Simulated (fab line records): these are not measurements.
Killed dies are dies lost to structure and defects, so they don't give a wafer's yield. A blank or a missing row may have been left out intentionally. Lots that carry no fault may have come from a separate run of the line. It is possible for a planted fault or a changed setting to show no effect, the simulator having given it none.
Matching of chambers | flow n5 finfet | pecvd-03 running N5_PMOS_HMC_CHANNEL_EPI_HM_DEP_34: 3 sister chambers
The step deposits SiO2 from TEOS/O2, target thk 36 nm, time 6.9 s. 6 wafers are shown with their chamber, then 8 later ones without.

## WAFERS, EACH WITH ITS CHAMBER
wafer  | chamber | throttle valve pct (%) | heater power w (W)
L078.4 | 2       | 17.4                   | 499
L083.3 | 0       | 19.0                   | 395
L084.1 | 2       | 17.6                   | 579
L084.3 | 1       | 20.7                   | 633
L084.6 | 0       | 18.9                   | 405
L090.1 | 1       | 20.8                   | 671

## WAFERS WHOSE CHAMBER IS MISSING
wafer  | throttle valve pct (%) | heater power w (W)
L090.3 | 17.5                   | 497
L090.4 | 21.0                   | 680
L092.4 | 21.0                   | 654
L092.5 | 17.3                   | 551
L092.6 | 18.9                   | 414
L094.1 | 19.0                   | 350
L094.2 | 21.1                   | 717
L094.4 | 19.1                   | 349

## EACH ONE'S CHAMBER
wafer  | from the rows above | in truth
L090.3 | 2                   | 2
L090.4 | 1                   | 1
L092.4 | 1                   | 1
L092.5 | 2                   | 2
L092.6 | 0                   | 0
L094.1 | 0                   | 0
L094.2 | 1                   | 1
L094.4 | 0                   | 0
Correct placement for 8 of the 8. Not placeable from these rows: 0. Number placed wrongly: 0.
How it was worked out, from the rows above alone: a wafer's distance from a chamber is the root of the sum, over the readings, of the square of ((its reading less the chamber's mean) divided by the reading's scatter). If the next closest chamber is less than 2 further off than the closest, the wafer can't be placed; otherwise it belongs to the closest. For every chamber, the mean is computed from those of its wafers that are shown. The scatter: take each reading less its chamber's mean, square it, sum over the shown wafers, divide by the number of wafers less the number of chambers, and take the root.
